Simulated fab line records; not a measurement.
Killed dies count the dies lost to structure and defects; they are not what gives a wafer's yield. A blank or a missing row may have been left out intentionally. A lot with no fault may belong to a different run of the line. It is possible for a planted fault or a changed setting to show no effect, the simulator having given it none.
A single fault, viewed from 2 desks / flow n5 finfet / each desk has only its own numbers; what lay behind them comes last

FOR THE TOOL OWNER'S DESK: rie diel-06
The tool's own readings at N5_HKMG_FIN_ETCH_67 (etches SOC in N2/H2, stops on TiN, target depth 388.9 nm): means of the sampled wafers that have a number, for each lot that ran on this tool. Marked OUT: a lot whose mean sits more than 4 standard deviations from the usual mean, which makes it out of limits; the brackets give that distance. 7 of its 8 readings are shown, namely those furthest out on some lot.
Columns: A = bias w at N5_HKMG_FIN_ETCH_67, usual 60.99 W; B = chamber pressure mTorr at N5_HKMG_FIN_ETCH_67, usual 29.995 mTorr; C = drypump motor current A at N5_HKMG_FIN_ETCH_67, usual 5.9 A; D = n2 flow sccm at N5_HKMG_FIN_ETCH_67, usual 200.0 sccm; E = oes product au at N5_HKMG_FIN_ETCH_67, usual 0.82 a.u.; F = showerhead plenum p Torr at N5_HKMG_FIN_ETCH_67, usual 2.57 Torr; G = throttle valve pct at N5_HKMG_FIN_ETCH_67, usual 17.81 %
lot=L579; first seen here=day 4 15:06; A=61.02; B=29.974; C=5.5; D=199.6; E=0.80; F=2.52; G=17.96
lot=L583; first seen here=day 5 11:47; A=60.73; B=30.018; C=6.2; D=200.0; E=0.75; F=2.57; G=18.09
lot=L588; first seen here=day 6 19:28; A=60.93; B=29.958; C=5.9; D=199.8; E=0.85; F=2.54; G=17.91
Finding of this desk: none of the 3 lots has anything out of limits.

METROLOGY DESK
What the gauges read for every lot (on any tool): the sampled wafers with a number, averaged. Marked OUT: a lot whose mean sits more than 4 standard deviations from the usual mean, which makes it out of limits; the brackets give that distance. 7 of its 10 readings are shown, namely those furthest out on some lot.
Columns: A = DIBL_P at N5_BEOL_M4_RC_MEAS_101, usual 37.3 mV/V; B = IOFF_N at N5_BEOL_M4_RC_MEAS_101, usual 0.16 nA/um; C = IOFF_P at N5_BEOL_M4_RC_MEAS_101, usual 0.22 nA/um; D = ION_P at N5_BEOL_M4_RC_MEAS_101, usual 463 uA/um; E = SS_P at N5_BEOL_M4_RC_MEAS_101, usual 73.4 mV/dec; F = VT_N at N5_BEOL_M4_RC_MEAS_101, usual 250 mV; G = VT_P at N5_BEOL_M4_RC_MEAS_101, usual -250 mV
lot=L578; first seen here=day 7 21:47; A=40.3; B=0.22; C=0.29; D=470; E=74.0; F=247; G=-246
lot=L579; first seen here=day 8 13:19; A=38.7; B=0.16; C=0.20; D=459; E=74.0; F=250; G=-255
lot=L583; first seen here=day 9 07:04; A=34.3; B=0.15; C=0.18; D=453; E=72.8; F=251; G=-255
lot=L585; first seen here=day 10 02:21; A=38.0; B=0.18; C=0.23; D=463; E=73.5; F=248; G=-249
lot=L587; first seen here=day 10 06:06; A=42.4; B=0.24; C=0.28; D=466; E=75.0; F=244; G=-248
lot=L588; first seen here=day 10 09:36; A=38.2; B=0.18; C=0.28; D=477; E=73.6; F=249; G=-244
lot=L589; first seen here=day 11 02:36; A=37.6; B=0.15; C=0.21; D=466; E=73.3; F=250; G=-249
lot=L590; first seen here=day 11 16:25; A=36.9; B=0.16; C=0.26; D=467; E=73.0; F=251; G=-245
lot=L598; first seen here=day 13 16:40; A=34.7; B=0.14; C=0.18; D=456; E=73.1; F=252; G=-255
lot=L600; first seen here=day 13 19:45; A=38.9; B=0.17; C=0.23; D=457; E=74.0; F=253; G=-253
lot=L599; first seen here=day 13 20:19; A=38.0; B=0.15; C=0.22; D=465; E=73.4; F=252; G=-250
lot=L601; first seen here=day 13 23:04; A=36.8; B=0.14; C=0.20; D=456; E=73.2; F=253; G=-251
Finding of this desk: none of the 12 lots has anything out of limits.

BROUGHT TOGETHER
Nothing out of limits was seen by the tool owner's desk.
Nothing out of limits was seen by the metrology desk.

WHAT THE SIMULATOR HAD PUT IN
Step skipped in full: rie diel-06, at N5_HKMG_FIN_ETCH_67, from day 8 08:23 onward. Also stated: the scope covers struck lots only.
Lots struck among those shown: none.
